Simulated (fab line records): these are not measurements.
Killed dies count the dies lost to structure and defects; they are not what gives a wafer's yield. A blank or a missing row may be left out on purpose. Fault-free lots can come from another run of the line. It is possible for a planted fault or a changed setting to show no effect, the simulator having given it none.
3 desks looking at one fault -- flow n5_finfet -- each desk holds nothing but its own numbers, with what lay behind them at the end

## THE METROLOGY DESK
What the gauges read for every lot (on any tool): the sampled wafers with a number, averaged. Any lot whose mean is over 4 standard deviations away from the usual mean is out of limits and marked OUT; that distance is given in the brackets.
Columns: A = HMC_CMP_THK at N5_PMOS_HMC_CHANNEL_EPI_THK_MEAS_22, usual 53.3 nm
lot,first seen here,A
L204,day 1 20:02,53.3
L205,day 2 01:46,54.0
L206,day 2 08:05,52.3
L209,day 3 02:20,53.1
L216,day 4 19:20,49.8 (-5.3) OUT
L217,day 5 01:29,49.8 (-5.2) OUT
L218,day 5 07:29,50.0 (-4.9) OUT
L219,day 5 13:46,53.4
L220,day 5 19:58,53.4
L224,day 6 19:37,53.3
L225,day 7 01:38,54.5
Per this desk, out of limits: L216, L217, L218; the first was L216, day 4 19:20 (HMC_CMP_THK at N5_PMOS_HMC_CHANNEL_EPI_THK_MEAS_22). L204, L205, L206, L209, L219, L220, L224, L225: within limits.

## THE DEFECT DESK
Per lot, the means of the sampled wafers with a number show what the inspections along the route counted. Any lot whose mean is over 4 standard deviations away from the usual mean is out of limits and marked OUT; that distance is given in the brackets.
Columns: A = raw_defect_count at N5_PMOS_HMC_CHANNEL_EPI_INSPECT_11, usual 2.2
lot,first seen here,A
L204,day 1 17:20,4.0
L205,day 1 23:27,1.3
L206,day 2 05:23,2.7
L209,day 2 23:39,1.7
L216,day 4 16:58,1.0
L217,day 4 23:12,1.7
L218,day 5 05:11,2.7
L219,day 5 11:29,2.0
L220,day 5 17:22,1.3
L224,day 6 16:59,2.3
L225,day 6 23:21,2.0
Result from this desk: across the 11 lots, nothing is out of limits.

## AT THE TOOL OWNER'S DESK: rie_si-01
The tool's own readings at N5_PMOS_HMC_CHANNEL_EPI_FIN_RECESS_16 (chemistry HBr/Cl2, target Si, target depth 54 nm, time 18 s): means of the sampled wafers that have a number, for each lot that ran on this tool. Any lot whose mean is over 4 standard deviations away from the usual mean is out of limits and marked OUT; that distance is given in the brackets.
Columns: A = drypump_motor_current_A at N5_PMOS_HMC_CHANNEL_EPI_FIN_RECESS_16, usual 5.8 A; B = mfc_cl2_sccm at N5_PMOS_HMC_CHANNEL_EPI_FIN_RECESS_16, usual 79.98 sccm; C = oes_product_au at N5_PMOS_HMC_CHANNEL_EPI_FIN_RECESS_16, usual 1.001 a.u.; D = throttle_valve_pct at N5_PMOS_HMC_CHANNEL_EPI_FIN_RECESS_16, usual 35.30 %
lot,first seen here,A,B,C,D
L206,day 2 05:53,6.2,79.99,0.995,35.41
L209,day 3 00:08,5.9,79.97,0.990,35.39
L216,day 4 17:31,6.0,80.04,0.990,35.40
L217,day 4 23:41,6.4,79.90,0.996,35.42
L218,day 5 05:41,5.9,80.10,0.997,35.39
Result from this desk: across the 5 lots, nothing is out of limits.

## BROUGHT TOGETHER
Metrology desk: alarm possible at day 4 19:20 on L216, L217, L218.
Nothing the defect desk looked at was out of limits.
The tool owner's desk saw nothing out of limits.
The defect desk has L216, L217, L218 on record, within its limits.
Tool owner's desk: L216, L217, L218 on record, inside its limits.
The lots listed all ran N5_PMOS_HMC_CHANNEL_EPI_FIN_RECESS_16 on rie_si-01.

## WHAT THE SIMULATOR HAD PUT IN
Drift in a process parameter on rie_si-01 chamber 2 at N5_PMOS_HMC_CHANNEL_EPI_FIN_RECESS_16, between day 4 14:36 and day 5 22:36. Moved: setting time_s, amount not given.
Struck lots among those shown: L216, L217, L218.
Delay in hours, fault start to first out-of-limits reading, per desk: metrology desk 5.
